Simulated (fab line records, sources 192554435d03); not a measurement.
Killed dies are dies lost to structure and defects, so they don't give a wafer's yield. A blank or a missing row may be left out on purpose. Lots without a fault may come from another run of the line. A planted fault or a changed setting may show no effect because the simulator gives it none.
Chamber matching | flow n5_finfet | N5_BEOL_M5_CMP_52 on cmp-01: 4 sister chambers
The step polishes, stops on SiCOH lowk, t overpolish 6.9 s, target thk 62 nm. 14 wafers are shown with their chamber, then 7 later ones without.

WAFERS WITH THEIR CHAMBER
wafer  | chamber | motor_current_A (A) | time_to_endpoint_s (s) | barrier_field_endpoint_s (s)
L074.1 | 1       | 7.6                 | 66                     | 25.2
L074.2 | 2       | 5.3                 | 62                     | 24.4
L074.4 | 0       | 6.6                 | 58                     | 24.7
L082.1 | 2       | 5.4                 | 62                     | 24.6
L082.3 | 3       | 6.7                 | 63                     | 24.8
L082.4 | 1       | 7.2                 | 64                     | 25.4
L083.1 | 3       | 6.5                 | 67                     | 24.9
L083.2 | 2       | 5.1                 | 61                     | 23.9
L083.4 | 1       | 7.6                 | 64                     | 25.0
L084.2 | 3       | 6.9                 | 62                     | 25.4
L084.3 | 2       | 5.3                 | 57                     | 24.1
L084.6 | 3       | 6.6                 | 62                     | 25.4
L087.3 | 1       | 7.4                 | 60                     | 23.7
L087.5 | 2       | 5.5                 | 56                     | 23.7

SIGNATURES (means of the wafers above)
reading                  | chamber 0 | chamber 1 | chamber 2 | chamber 3 | scatter within a chamber
motor_current_A          | 6.600     | 7.450     | 5.320     | 6.675     | 0.169
time_to_endpoint_s       | 58.00     | 63.50     | 59.60     | 63.50     | 2.63
barrier_field_endpoint_s | 24.700    | 24.825    | 24.140    | 25.125    | 0.511
Rule: a wafer's distance from a chamber is the root of the sum, over the readings, of the square of ((its reading less the chamber's mean) divided by the reading's scatter). The wafer belongs to the nearest chamber; if the next one is less than 2 further off, it can't be placed. The scatter: the root of (the sum of the squares of (reading less its chamber's mean) over the shown wafers, divided by (wafers less chambers)).

WAFERS WITHOUT THEIR CHAMBER
wafer  | motor_current_A (A) | time_to_endpoint_s (s) | barrier_field_endpoint_s (s)
L087.6 | 6.5                 | 65                     | 24.6
L091.1 | 7.4                 | 65                     | 23.6
L091.2 | 6.7                 | 66                     | 25.2
L091.6 | 6.8                 | 65                     | 25.1
L092.1 | 7.4                 | 68                     | 26.5
L092.4 | 6.8                 | 68                     | 26.6
L092.6 | 7.3                 | 69                     | 26.4

WHICH CHAMBER EACH WENT THROUGH
wafer  | from the rows above     | in truth
L087.6 | can't be placed: 3 or 0 | 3
L091.1 | 1                       | 1
L091.2 | 3                       | 3
L091.6 | 3                       | 3
L092.1 | can't be placed: 1 or 3 | 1
L092.4 | 3                       | 3
L092.6 | can't be placed: 1 or 3 | 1
Placed correctly: 4 of 7. Can't be placed from these rows: 3 (the true chamber is among the candidates in 3). Placed wrongly: 0.
